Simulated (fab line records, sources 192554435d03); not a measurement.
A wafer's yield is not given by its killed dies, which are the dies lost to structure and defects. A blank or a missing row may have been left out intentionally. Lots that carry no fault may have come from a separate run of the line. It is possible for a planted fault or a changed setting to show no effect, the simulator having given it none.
Shared-tool check | flow n5_finfet | 9 lots and 26 wafers in the sample

## WHY THIS WAS OPENED
2 of 9 lots carry a flag on the reading M3_OVL at N5_BEOL_M3_OVL_MEAS_12. Fault-free wafers read -0.4 nm, with a standard deviation of 0.8.
Rule: a lot is flagged when every wafer of it that has a number lies more than 4 standard deviations from that mean, or none has a number. The rest of the lots are taken to be sound.

lot  | measured     | on         | M3_OVL (nm), wafer by wafer | flag
L798 | day 7 20:11  | overlay-01 | 0.3 -0.3 0.5                |
L801 | day 8 21:25  | overlay-02 | -2.1 -0.9                   |
L803 | day 9 12:35  | overlay-02 | 1.2 -0.4 0.1                |
L809 | day 10 17:07 | overlay-02 | 10.5 10.8 9.5               | FLAGGED
L810 | day 10 17:20 | overlay-02 | 10.4 10.2 10.6              | FLAGGED
L812 | day 11 09:46 | overlay-02 | -0.2 -0.2 0.2               |
L813 | day 12 03:41 | overlay-01 | 1.2 0.5 0.8                 |
L816 | day 12 16:47 | overlay-02 | 0.0 1.1 -0.7                |
L817 | day 13 00:10 | overlay-01 | 0.0 0.3 0.5                 |
Average over the flagged lots: 10.3 nm; offset from the usual +10.7 nm, equal to +13 standard deviations.

## EACH LOT AND THE TOOL IT RAN ON
The record keeps 1 process step preceding the reading, out of 1938 steps on the route. Every cell lists first the tool, next ch and the chambers used by the sampled wafers, and last the start.
lot  | flag    | N5_BEOL_M3_EXPOSE_08
L798 |         | euv_scanner-01 ch 0, day 7 20:02
L801 |         | euv_scanner-02 ch 0, day 8 21:15
L803 |         | euv_scanner-01 ch 0, day 9 12:26
L809 | FLAGGED | euv_scanner-01 ch 0, day 10 16:58
L810 | FLAGGED | euv_scanner-01 ch 0, day 10 17:11
L812 |         | euv_scanner-02 ch 0, day 11 09:37
L813 |         | euv_scanner-02 ch 0, day 12 03:32
L816 |         | euv_scanner-02 ch 0, day 12 16:38
L817 |         | euv_scanner-02 ch 0, day 13 00:01
What the steps here do:
- N5_BEOL_M3_EXPOSE_08: exposes mask M3.
- N5_BEOL_M3_OVL_MEAS_12

## FLAGGED OVER TOTAL, TOOL BY TOOL (the gauges that took the reading come last)
step                   | tool           | lots run | flagged | share of the flagged lots | sound lots run after its first flagged lot
N5_BEOL_M3_EXPOSE_08   | euv_scanner-01 | 4        | 2       | all                       | 0
N5_BEOL_M3_EXPOSE_08   | euv_scanner-02 | 5        | 0       | none                      | -
N5_BEOL_M3_OVL_MEAS_12 | overlay-01     | 3        | 0       | none                      | -
N5_BEOL_M3_OVL_MEAS_12 | overlay-02     | 6        | 2       | all                       | 2 (L812,L816)

## WHAT IS ALLOWED BY THE TABLE
Table rows that saw every flagged lot: 2, namely euv_scanner-01 at N5_BEOL_M3_EXPOSE_08 and overlay-02 at N5_BEOL_M3_OVL_MEAS_12.
- euv_scanner-01 at N5_BEOL_M3_EXPOSE_08 ran 4 lots, 2 of them flagged. Its last sound lot is L803 (day 9 12:26), its first flagged lot L809 (day 10 16:58): a fault that began between those two fits.
- overlay-02 at N5_BEOL_M3_OVL_MEAS_12 ran 6 lots, 2 of them flagged. After the first flagged lot (L812, L816), sound lots still ran on it; a lasting fault on the whole tool would not permit that.
Just one tool remains: euv_scanner-01 at N5_BEOL_M3_EXPOSE_08.

## WHAT WAS PUT IN BY THE SIMULATOR
Scanner matching overlay: euv_scanner-01, from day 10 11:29 on, at N5_BEOL_M3_EXPOSE_08. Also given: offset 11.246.
Lots struck among those shown: L809, L810. The rule above reached the same finding.
